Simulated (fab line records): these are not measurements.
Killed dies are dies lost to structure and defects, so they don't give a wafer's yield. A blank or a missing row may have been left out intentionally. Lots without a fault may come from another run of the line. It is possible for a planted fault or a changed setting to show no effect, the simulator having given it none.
The same fault as seen by 3 desks :: flow nand harc :: what lay behind the numbers comes last; until then each desk has only its own

## DESK OF THE TOOL OWNER: rie diel-09
The tool's own readings at NHARC_A_CHANNEL_HOLE_D1_ETCH_38 (etches the open film in CF4, target depth 39 nm, time 65 s): means of the sampled wafers that have a number, for each lot that ran on this tool. If a lot's mean is further than 4 standard deviations from the usual mean, the lot is out of limits and carries the mark OUT (the distance appears in the brackets).
Columns: A = drypump motor current A at NHARC_A_CHANNEL_HOLE_D1_ETCH_38, usual 5.6 A; B = oes product au at NHARC_A_CHANNEL_HOLE_D1_ETCH_38, usual 0.996 a.u.; C = rf vpp V at NHARC_A_CHANNEL_HOLE_D1_ETCH_38, usual 151.1 V; D = run length s at NHARC_A_CHANNEL_HOLE_D1_ETCH_38, usual 86.4 s; E = showerhead plenum p Torr at NHARC_A_CHANNEL_HOLE_D1_ETCH_38, usual 1.76 Torr; F = throttle valve pct at NHARC_A_CHANNEL_HOLE_D1_ETCH_38, usual 13.284 %
lot: L152
first seen here: day 9 08:42
A: 6.0
B: 0.987
C: 150.9
D: 86.8
E: 1.77
F: 13.282

lot: L157
first seen here: day 11 12:48
A: 5.7
B: 0.983
C: 151.6
D: 82.0 (-8.7) OUT
E: 1.76
F: 13.291

lot: L160
first seen here: day 12 20:52
A: 5.6
B: 0.989
C: 151.0
D: 79.8 (-13) OUT
E: 1.79
F: 13.288

lot: L161
first seen here: day 12 21:39
A: 5.6
B: 0.986
C: 151.0
D: 79.1 (-15) OUT
E: 1.79
F: 13.291

lot: L173
first seen here: day 18 07:57
A: 5.7
B: 0.982
C: 151.7
D: 86.7
E: 1.77
F: 13.278
This desk's finding: out of limits on L157, L160, L161; first on L157, day 11 12:48 (run length s at NHARC_A_CHANNEL_HOLE_D1_ETCH_38). L152, L173: within limits.

## THE DEFECT DESK
Counts from the inspections along the route, per lot, as means over the sampled wafers that have a number. If a lot's mean is further than 4 standard deviations from the usual mean, the lot is out of limits and carries the mark OUT (the distance appears in the brackets).
Columns: A = raw defect count at NHARC_A_CHANNEL_HOLE_D1_INSPECT_12, usual 6
lot: L152
first seen here: day 9 08:33
A: 6

lot: L154
first seen here: day 10 02:01
A: 4

lot: L157
first seen here: day 11 12:39
A: 6

lot: L160
first seen here: day 12 20:43
A: 9

lot: L161
first seen here: day 12 21:09
A: 8

lot: L162
first seen here: day 13 04:20
A: 9

lot: L163
first seen here: day 13 22:01
A: 4

lot: L164
first seen here: day 14 16:34
A: 7

lot: L167
first seen here: day 15 12:52
A: 3

lot: L168
first seen here: day 16 06:58
A: 8

lot: L170
first seen here: day 17 00:05
A: 4

lot: L172
first seen here: day 18 00:43
A: 5

lot: L173
first seen here: day 18 07:32
A: 5
This desk found nothing out of limits on any of the 13 lots.

## THE METROLOGY DESK
What the gauges read for every lot (on any tool): the sampled wafers with a number, averaged. If a lot's mean is further than 4 standard deviations from the usual mean, the lot is out of limits and carries the mark OUT (the distance appears in the brackets).
Columns: A = overlay x nm at NHARC_A_CHANNEL_HOLE_D1_OVL_MEAS_11, usual 0.1 nm; B = overlay y nm at NHARC_A_CHANNEL_HOLE_D1_OVL_MEAS_11, usual -0.2 nm
lot: L152
first seen here: day 9 08:31
A: 0.2
B: 0.5

lot: L154
first seen here: day 10 01:59
A: 0.4
B: -1.1

lot: L157
first seen here: day 11 12:37
A: 0.4
B: 0.3

lot: L160
first seen here: day 12 20:40
A: 0.6
B: 0.0

lot: L161
first seen here: day 12 21:07
A: 0.3
B: -1.1

lot: L162
first seen here: day 13 04:18
A: -0.3
B: 1.1

lot: L163
first seen here: day 13 21:59
A: 0.3
B: -0.5

lot: L164
first seen here: day 14 16:32
A: -1.4
B: 0.7

lot: L167
first seen here: day 15 12:49
A: -1.1
B: -0.5

lot: L168
first seen here: day 16 06:56
A: -1.2
B: -1.0

lot: L170
first seen here: day 17 00:02
A: 1.1
B: -0.7

lot: L172
first seen here: day 18 00:41
A: 0.5
B: 0.5

lot: L173
first seen here: day 18 07:30
A: 0.4
B: -0.8
This desk found nothing out of limits on any of the 13 lots.

## ALL TOGETHER
An alarm could have come from the tool owner's desk at day 11 12:48, on L157, L160, L161.
Nothing the defect desk looked at was out of limits.
The metrology desk saw nothing out of limits.
The defect desk has L157, L160, L161 on record, within its limits.
The metrology desk holds a record of L157, L160, L161, inside its limits.
Of the lots named, all ran NHARC_A_CHANNEL_HOLE_D1_ETCH_38 on rie diel-09.

## WHAT WAS PUT IN BY THE SIMULATOR
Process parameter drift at NHARC_A_CHANNEL_HOLE_D1_ETCH_38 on rie diel-09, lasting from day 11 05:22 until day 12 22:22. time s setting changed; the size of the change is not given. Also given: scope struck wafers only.
Shown lots that were struck: L157, L160, L161.
Delay in hours, fault start to first out-of-limits reading, by desk: the tool owner's desk at 7.
